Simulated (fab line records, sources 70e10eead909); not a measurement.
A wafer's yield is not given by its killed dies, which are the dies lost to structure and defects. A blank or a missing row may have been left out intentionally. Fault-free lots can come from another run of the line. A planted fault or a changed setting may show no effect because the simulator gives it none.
fab line records	flow nand_harc
[record] lots = 13	wafers = 37	last_day = 32
route steps=1302 shown A_CONTACT@1056 THIN_TSV@1259 END@1302
lots with no fault: from the same line, run without faults
start_h: the number of hours between the record's first day and the start of the first shown wafer of the lot	wait_h: hours since the lot's step before	" unchanged from the row above	L1.1+2: one row covering several wafers at once	- either no value or no given start	* or withheld: withheld	< > ~ a bound
route shown NAME@n: NAME is a module with steps in the file, n the number in the route of the first one	usual: mean and standard deviation over wafers with no fault	same: alike in all rows	chamber/n: place in a boat	sites: each site's reading	_std_site: the values' standard deviation	_edge_site: outer sites' mean less inner sites'	radius_mm: how far each site lies from the wafer's centre	mask NAME#n: copy n	behind: the most recent tool/chamber to have shaped the wafer	hold: what put the lot on hold/how long, in hours/how the hold closed	device: which transistor (n, p or np) failed to switch	end of line: the same wafers' tests at the end of the route	for a step that has no rows: nothing shown but its recipe	killed: count of dies lost to structure and defects at first sort (not the wafer's yield)	map: dies across one wafer; x = killed, . = not, _ = none there
set.NAME: the run value of the setting; set.NAME@STEP: its run value at that earlier step	model.NAME: the simulator's own value behind a step, which no gauge read
a sample of lots followed through the steps of the route, with each step as a table and each wafer as a row
services: a tool's chamber out of use, with start hour (start_h, from the record's first day; less than 0 if before it), hours out, and reason
[[steps]]
[step NHARC_A_CONTACT_ETCH_133]
[recipe] source_w = withheld	pressure_mtorr = 20	bias_v = 400	time_s = 374	target_depth_a = 16100	ar_flow_sccm = withheld	c4f8_flow_sccm = 11.5	o2_flow_sccm = 7.2	chemistry = C4F8/O2/Ar
lot.wafer	tool	chamber	start_h	wait_h	rf_hours_counter_h
L574.3	har_cap_etch-02	0	496.13	0.3	-
L574.4	"	1	"	"	-
L574.6	"	1	"	"	-
L576.4	har_cap_etch-01	1	518.78	0.2	-
L576.6	"	1	"	"	-
L576.5	"	0	"	"	-
L580.1	har_cap_etch-01	1	548.91	0.2	7
L580.4	"	0	"	"	-
L580.5	"	1	"	"	-
L579.1	har_cap_etch-02	0	554.42	0.2	98
L579.3	"	0	"	"	-
L579.5	"	1	"	"	-
L582.1	har_cap_etch-01	1	589.65	0.3	12
L582.4	"	0	"	"	-
L582.6	"	1	"	"	-
L583.1	har_cap_etch-03	1	592.92	0.1	58
L583.4	"	0	"	"	-
L583.6	"	1	"	"	-
L584.1	har_cap_etch-02	0	595.72	0.2	105
L584.6	"	0	"	"	-
L584.5	"	1	"	"	-
L586.4	har_cap_etch-02	0	608.55	0.3	-
L586.3	"	1	"	"	-
L586.6	"	0	"	"	-
L589.2	har_cap_etch-01	1	630.72	0.1	22
L589.3	"	0	"	"	-
L589.5	"	0	"	"	-
L587.2	har_cap_etch-03	0	637.16	0.2	67
L587.4	"	0	"	"	-
L587.6	"	1	"	"	-
L588.2	har_cap_etch-02	1	638.18	0.1	113
L588.6	"	1	"	"	-
L588.5	"	0	"	"	-
L590.2	har_cap_etch-03	1	677.89	0.2	72
L590.1	"	0	"	"	72
L590.6	"	0	"	"	-
L594.4	har_cap_etch-03	1	696.27	0.2	-
[step NHARC_THIN_TSV_CD_MEAS_12]
[recipe] target_cd_nm = 1000	landing_energy_ev = 500
[usual] cd_nm = 1000.9/1.5
lot.wafer	tool	chamber	start_h	wait_h	cd_nm
L574.3	cd_sem-03	0	540.60	-	1001.5
L574.4	"	0	"	"	1001.5
L574.6	"	0	"	"	1001.1
L576.4	cd_sem-02	0	556.14	-	999.7
L576.5	"	0	"	"	998.9
L576.6	"	0	"	"	997.8
L580.1	cd_sem-01	0	595.02	-	1000.0
L580.4	"	0	"	"	1001.9
L580.5	"	0	"	"	1001.8
L579.1	cd_sem-01	0	596.20	-	999.9
L579.3	"	0	"	"	1001.7
L579.5	"	0	"	"	1001.1
L583.1	cd_sem-01	0	633.52	-	999.3
L583.4	"	0	"	"	999.2
L583.6	"	0	"	"	1001.9
L582.1	cd_sem-01	0	634.75	-	1001.2
L582.4	"	0	"	"	1001.4
L582.6	"	0	"	"	1000.4
L584.1	cd_sem-03	0	635.80	-	1002.7
L584.5	"	0	"	"	999.8
L584.6	"	0	"	"	1000.3
L586.3	cd_sem-02	0	647.62	-	1002.1
L586.4	"	0	"	"	1003.1
L586.6	"	0	"	"	1002.9
L589.2	cd_sem-02	0	670.60	-	1001.3
L589.3	"	0	"	"	1004.2
L589.5	"	0	"	"	1000.8
L588.2	cd_sem-01	0	678.25	-	1001.9
L588.5	"	0	"	"	1001.2
L588.6	"	0	"	"	1001.2
L587.2	cd_sem-03	0	679.50	-	1000.8
L587.4	"	0	"	"	1002.7
L587.6	"	0	"	"	1002.7
L590.1	cd_sem-03	0	720.03	-	1001.8
L590.2	"	0	"	"	1001.2
L590.6	"	0	"	"	1000.9
L594.4	cd_sem-02	0	746.56	-	1000.5
[step NHARC_THIN_TSV_DEGAS_53]
[recipe] temp_c = 300	time_s = 60
[usual] heater_power_w = 479/60
lot.wafer	tool	chamber	start_h	wait_h	heater_power_w
L574.4	pvd_sputter-03	-	545.84	0.1	455
L574.3	"	-	"	"	504
L574.6	"	-	"	"	460
L576.4	pvd_sputter-03	-	560.90	0.1	446
L576.5	"	-	"	"	516
L576.6	"	-	"	"	494
L580.4	pvd_sputter-03	-	599.81	0.1	499
L580.1	"	-	"	"	511
L580.5	"	-	"	"	482
L579.3	pvd_sputter-02	-	601.09	0.1	503
L579.1	"	-	"	"	366
L579.5	"	-	"	"	372
L583.1	pvd_sputter-01	-	638.27	0.1	412
L583.4	"	-	"	"	532
L583.6	"	-	"	"	569
L582.1	pvd_sputter-01	-	639.63	0.1	407
L582.4	"	-	"	"	521
L582.6	"	-	"	"	406
L584.1	pvd_sputter-03	-	640.57	0.1	510
L584.5	"	-	"	"	451
L584.6	"	-	"	"	513
L586.4	pvd_sputter-03	-	652.40	0.1	518
L586.3	"	-	"	"	479
L586.6	"	-	"	"	501
L589.3	pvd_sputter-01	-	675.38	0.1	558
L589.2	"	-	"	"	540
L589.5	"	-	"	"	515
L588.2	pvd_sputter-02	-	683.03	0.1	393
L588.6	"	-	"	"	391
L588.5	"	-	"	"	452
L587.2	pvd_sputter-01	-	684.26	0.1	578
L587.4	"	-	"	"	537
L587.6	"	-	"	"	546
L590.1	pvd_sputter-01	-	724.79	0.1	575
L590.2	"	-	"	"	403
L590.6	"	-	"	"	546
L594.4	pvd_sputter-03	-	751.83	0.1	472
[step NHARC_THIN_TSV_CD_MEAS_33]
[recipe] target_cd_nm = 5000	landing_energy_ev = 500
[usual] cd_nm = 5000.8/1.4
lot.wafer	tool	chamber	start_h	wait_h	cd_nm
L574.3	cd_sem-01	0	546.98	-	5000.1
L574.4	"	0	"	"	5002.1
L574.6	"	0	"	"	5000.0
L576.4	cd_sem-03	0	562.03	-	5001.2
L576.5	"	0	"	"	5001.7
L576.6	"	0	"	"	5000.0
L580.1	cd_sem-02	0	600.96	-	5001.5
L580.4	"	0	"	"	5001.4
L580.5	"	0	"	"	5000.7
L579.1	cd_sem-01	0	602.23	-	4999.7
L579.3	"	0	"	"	4999.2
L579.5	"	0	"	"	4996.7
L583.1	cd_sem-03	0	639.41	-	4999.5
L583.4	"	0	"	"	4999.1
L583.6	"	0	"	"	4998.6
L582.1	cd_sem-02	0	640.63	-	5002.0
L582.4	"	0	"	"	5000.2
L582.6	"	0	"	"	5001.6
L584.1	cd_sem-01	0	641.59	-	5000.1
L584.5	"	0	"	"	5001.7
L584.6	"	0	"	"	5000.9
L586.3	cd_sem-01	0	653.68	-	5000.3
L586.4	"	0	"	"	5000.4
L586.6	"	0	"	"	5001.2
L589.2	cd_sem-01	0	676.50	-	5002.0
L589.3	"	0	"	"	5002.6
L589.5	"	0	"	"	5001.6
L588.2	cd_sem-02	0	684.18	-	4998.9
L588.5	"	0	"	"	4998.3
L588.6	"	0	"	"	4997.5
L587.2	cd_sem-03	0	685.28	-	5002.3
L587.4	"	0	"	"	5001.9
L587.6	"	0	"	"	5000.9
L590.1	cd_sem-03	0	725.93	-	5001.2
L590.2	"	0	"	"	5002.9
L590.6	"	0	"	"	5001.3
L594.4	cd_sem-02	0	752.98	-	5002.4
[step NHARC_END_SORT_01]
[recipe] temp_c = 25
[usual] killed_at_array = 60/21	killed_at_other = 1.0/1.2	killed_at_periphery = 4.2/2.8	killed_dies = 65/20	killed_open = 3.1/1.8	killed_short = 2.6/1.6
[same] gross_dies = 677
lot.wafer	tool	chamber	start_h	wait_h	killed_at_array	killed_at_other	killed_at_periphery	killed_dies	killed_open	killed_short
L583.1	prober-01	0	648.58	2.5	51	0	3	54	0	3
L583.4	prober-01	0	651.01	3.4	56	2	4	62	4	3
L583.6	prober-01	0	652.62	4.0	48	0	4	52	2	4
L582.1	prober-01	0	656.42	2.5	69	6	2	77	6	2
L582.4	prober-01	0	658.78	3.4	85	0	1	86	5	1
L582.6	prober-01	0	660.36	3.9	83	1	2	86	3	3
L586.4	prober-01	0	666.51	3.4	58	0	0	58	1	2
L586.6	prober-01	0	668.08	3.9	55	0	0	55	1	2
L587.2	prober-01	0	694.11	2.8	55	0	2	57	4	2
L587.4	prober-01	0	695.73	3.4	36	0	7	43	2	5
L587.6	prober-01	0	697.36	4.1	39	0	7	46	1	2
L590.1	prober-02	0	735.54	2.5	80	0	8	88	4	2
L590.2	prober-02	0	736.34	2.8	80	0	4	84	2	4
L590.6	prober-02	0	739.56	4.0	91	0	6	97	3	4
L594.4	prober-01	0	765.63	3.4	133	0	4	137	3	2
// killed by level:class
L583.1 A_CHANNEL_HOLE_D1:chamber_film_flake=38 A_SGD_CUT:chamber_film_flake=4 A_CHANNEL_HOLE_D2:unspecified=3 P_CONTACT:chamber_film_flake=2 P_M0:geometric_particle:short=1 A_CHANNEL_HOLE_D1:geometric_particle:short=1 A_CHANNEL_FILL_D2:geometric_particle:short=1 A_ZERO_WELL:chamber_film_flake=1
L583.4 A_CHANNEL_HOLE_D1:chamber_film_flake=37 A_CHANNEL_HOLE_D2:chamber_film_flake=3 A_SGD_CUT:chamber_film_flake=3 A_CONTACT:chamber_film_flake=3 THIN_TSV:chamber_film_flake=2 P_CONTACT:geometric_particle:open=1 P_M0:geometric_particle:open=1 A_CHANNEL_HOLE_D1:geometric_particle:short=1
L583.6 A_CHANNEL_HOLE_D1:chamber_film_flake=32 A_STAIRCASE:chamber_film_flake=3 A_SGD_CUT:chamber_film_flake=3 P_M0:geometric_particle:open=2 A_WL_FILL:geometric_particle:short=2 P_CONTACT:chamber_film_flake=2 A_ONON_D1:geometric_particle:short=1 A_CONTACT:geometric_particle:short=1
L582.1 A_CHANNEL_HOLE_D1:chamber_film_flake=32 A_SLIT:chamber_film_flake=13 A_CHANNEL_HOLE_D2:chamber_film_flake=7 THIN_TSV:chamber_film_flake=6 A_STAIRCASE:chamber_film_flake=2 A_WL_FILL:chamber_film_flake=2 A_CONTACT:chamber_film_flake=2 A_BONDPAD:chamber_film_flake=2
L582.4 A_CHANNEL_HOLE_D1:chamber_film_flake=34 A_SLIT:chamber_film_flake=33 A_CHANNEL_HOLE_D2:chamber_film_flake=9 A_WL_FILL:geometric_particle:open=2 A_ONON_D1:geometric_particle:open=1 A_CHANNEL_FILL_D1:geometric_particle:open=1 A_DECK1_JOINT:geometric_particle:short=1 A_SGD_CUT:geometric_particle:open=1
L582.6 A_SLIT:chamber_film_flake=32 A_CHANNEL_HOLE_D1:chamber_film_flake=31 A_CHANNEL_HOLE_D2:chamber_film_flake=8 A_DECK1_JOINT:chamber_film_flake=2 A_STAIRCASE:chamber_film_flake=2 P_CONTACT:geometric_particle:open=1 A_ONON_D1:geometric_particle:open=1 A_CHANNEL_FILL_D1:geometric_particle:short=1
L586.4 A_CHANNEL_HOLE_D1:chamber_film_flake=35 A_CHANNEL_HOLE_D2:chamber_film_flake=8 A_STAIRCASE:chamber_film_flake=7 A_ZERO_WELL:chamber_film_flake=2 A_CHANNEL_FILL_D2:chamber_film_flake=2 A_DECK1_JOINT:geometric_particle:short=1 A_SLIT:geometric_particle:short=1 A_CONTACT:geometric_particle:open=1
L586.6 A_CHANNEL_HOLE_D1:chamber_film_flake=31 A_CHANNEL_HOLE_D2:chamber_film_flake=11 A_M0:chamber_film_flake=3 A_ZERO_WELL:chamber_film_flake=2 A_STAIRCASE:chamber_film_flake=2 A_CONTACT:chamber_film_flake=2 A_ONON_D2:geometric_particle:short=1 A_CHANNEL_FILL_D2:geometric_particle:short=1
L587.2 A_SLIT:chamber_film_flake=30 A_CHANNEL_HOLE_D1:chamber_film_flake=7 A_WL_FILL:chamber_film_flake=6 A_CHANNEL_HOLE_D2:geometric_particle:open=3 A_DECK1_JOINT:chamber_film_flake=2 A_CHANNEL_FILL_D2:chamber_film_flake=2 A_SOURCE_PLATE:geometric_particle:short=1 A_SOURCE_PLATE:geometric_particle:open=1
L587.4 A_SLIT:chamber_film_flake=20 P_CONTACT:chamber_film_flake=5 A_ONON_D1:geometric_particle:short=2 A_CHANNEL_FILL_D2:geometric_particle:short=2 P_BONDPAD:chamber_film_flake=2 A_CHANNEL_HOLE_D1:chamber_film_flake=2 A_STAIRCASE:chamber_film_flake=2 A_WL_FILL:chamber_film_flake=2
L587.6 A_SLIT:chamber_film_flake=18 P_CONTACT:chamber_film_flake=6 A_WL_FILL:chamber_film_flake=5 A_CONTACT:chamber_film_flake=4 A_ZERO_WELL:chamber_film_flake=2 A_CHANNEL_HOLE_D1:chamber_film_flake=2 A_STAIRCASE:chamber_film_flake=2 A_BLC:chamber_film_flake=2
L590.1 A_SLIT:chamber_film_flake=34 A_CHANNEL_HOLE_D1:chamber_film_flake=22 A_CHANNEL_HOLE_D2:chamber_film_flake=11 A_CONTACT:chamber_film_flake=7 P_STI:chamber_film_flake=4 P_CONTACT:geometric_particle:short=1 P_CONTACT:geometric_particle:open=1 P_M1:geometric_particle:open=1
L590.2 A_CHANNEL_HOLE_D1:chamber_film_flake=27 A_CHANNEL_HOLE_D2:chamber_film_flake=21 A_SLIT:chamber_film_flake=19 A_CONTACT:chamber_film_flake=5 A_STAIRCASE:chamber_film_flake=3 P_CONTACT:geometric_particle:short=2 A_ONON_D2:geometric_particle:short=1 A_CHANNEL_FILL_D2:geometric_particle:open=1
L590.6 A_CHANNEL_HOLE_D1:chamber_film_flake=37 A_SLIT:chamber_film_flake=29 A_CHANNEL_HOLE_D2:chamber_film_flake=12 A_CONTACT:chamber_film_flake=7 P_ZERO_WELL:chamber_film_flake=3 A_ONON_D2:geometric_particle:short=2 P_M1:chamber_film_flake=2 P_M0:geometric_particle:open=1
L594.4 A_CONTACT:unspecified=84 A_CHANNEL_HOLE_D1:chamber_film_flake=27 A_SLIT:chamber_film_flake=6 A_CONTACT:chamber_film_flake=6 A_STAIRCASE:chamber_film_flake=3 P_GATE:chamber_film_flake=2 P_GATE:geometric_particle:open=1 A_CHANNEL_FILL_D1:geometric_particle:short=1
[[services]]
tool	chamber	start_h	hours	kind
pvd_sputter-03	-	489.40	4.5	repair
har_cap_etch-01	-	497.00	17.0	pm
har_cap_etch-01	0	497.00	17.0	vent_cycle
har_cap_etch-01	1	497.00	17.0	vent_cycle
har_cap_etch-01	0	514.00	-	clean
har_cap_etch-01	1	514.00	-	clean
pvd_sputter-03	-	526.02	10.0	pm
har_cap_etch-03	-	615.84	2.5	repair
pvd_sputter-02	-	647.00	10.0	pm
pvd_sputter-01	-	650.57	1.7	repair
har_cap_etch-03	-	672.17	0.1	repair
har_cap_etch-02	-	672.76	0.7	repair
har_cap_etch-01	-	698.50	0.9	repair
pvd_sputter-03	-	704.02	10.0	pm
pvd_sputter-02	-	705.67	2.7	repair
pvd_sputter-02	-	735.05	1.4	repair
pvd_sputter-02	-	742.51	1.9	repair
[[key]]
[first_sign] step = NHARC_END_SORT_01	reading = killed_dies	direction = up	sigmas = 3.6	usual = 65	struck = 137
[effect] step = NHARC_END_SORT_01	reading = killed_at_array	direction = up	sigmas = 3.5	usual = 60	struck = 133
[more_kills_born_at] NHARC_A_CONTACT_ETCH_133@har_cap_etch-03 = 84
met_at NHARC_A_CONTACT_ETCH_133
struck_lots L594
struck_wafers L594.4
tester_left_out L594
not_acting_at NHARC_THIN_TSV_CD_MEAS_12,NHARC_THIN_TSV_DEGAS_53,NHARC_THIN_TSV_CD_MEAS_33
onset_between 677.89 696.27
also_fits time
[earlier_fault] kind = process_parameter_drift	tool = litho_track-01	chamber = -	onset_h = 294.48	steps = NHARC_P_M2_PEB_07	channel = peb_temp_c	offset = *	shape = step	acts_in = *	stated = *
[fault] kind = chamber_particle_source	tool = har_cap_etch-03	chamber = 1	onset_h = 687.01	steps = NHARC_A_CONTACT_ETCH_133	rate_per_visit_cm2 = 1.1108
// tester_left_out: of these lots the tester's yield and bins aren't shown, on N5 and GAA mostly nor the transistor test; their killed dies are dies lost to structure and defects alone, not to doping, threshold or leakage, so they don't give the yield
